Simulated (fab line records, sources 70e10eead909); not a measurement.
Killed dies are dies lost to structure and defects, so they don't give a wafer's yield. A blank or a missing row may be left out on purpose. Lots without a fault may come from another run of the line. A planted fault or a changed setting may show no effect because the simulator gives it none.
Chamber matching | flow nand_harc | NHARC_A_M1_CMP_23 on cmp-04: 4 sister chambers
The step polishes, t overpolish 20 s, target thk 154.34 nm. 4 wafers are shown with their chamber, then 7 later ones without.

WAFERS WITH THEIR CHAMBER
wafer  | chamber | motor_current_A (A)
L090.3 | 3       | 10.7
L090.5 | 2       | 10.7
L094.1 | 1       | 9.7
L094.4 | 0       | 12.6

WAFERS WITHOUT THEIR CHAMBER
wafer  | motor_current_A (A)
L094.6 | 10.9
L095.3 | 11.5
L095.5 | 11.7
L095.6 | 10.9
L097.2 | 10.2
L097.3 | 11.3
L097.4 | 10.6

WHICH CHAMBER EACH WENT THROUGH
wafer  | from the rows above               | in truth
L094.6 | can't be placed: 2 or 3 or 1      | 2
L095.3 | can't be placed: 2 or 3 or 0 or 1 | 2
L095.5 | can't be placed: 0 or 2 or 3 or 1 | 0
L095.6 | can't be placed: 2 or 3 or 1      | 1
L097.2 | can't be placed: 1 or 2 or 3      | 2
L097.3 | can't be placed: 2 or 3 or 0 or 1 | 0
L097.4 | can't be placed: 2 or 3 or 1      | 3
Placed correctly: 0 of 7. Can't be placed from these rows: 7 (the true chamber is among the candidates in 7). Placed wrongly: 0.
How it was worked out, from the rows above alone: a wafer's distance from a chamber is the root of the sum, over the readings, of the square of ((its reading less the chamber's mean) divided by the reading's scatter). The wafer belongs to the nearest chamber; if the next one is less than 2 further off, it can't be placed. A chamber's mean is the mean of its shown wafers. The scatter: with one shown wafer a chamber, the root of the mean of the squares of how far each hidden wafer lies from its nearest shown one.
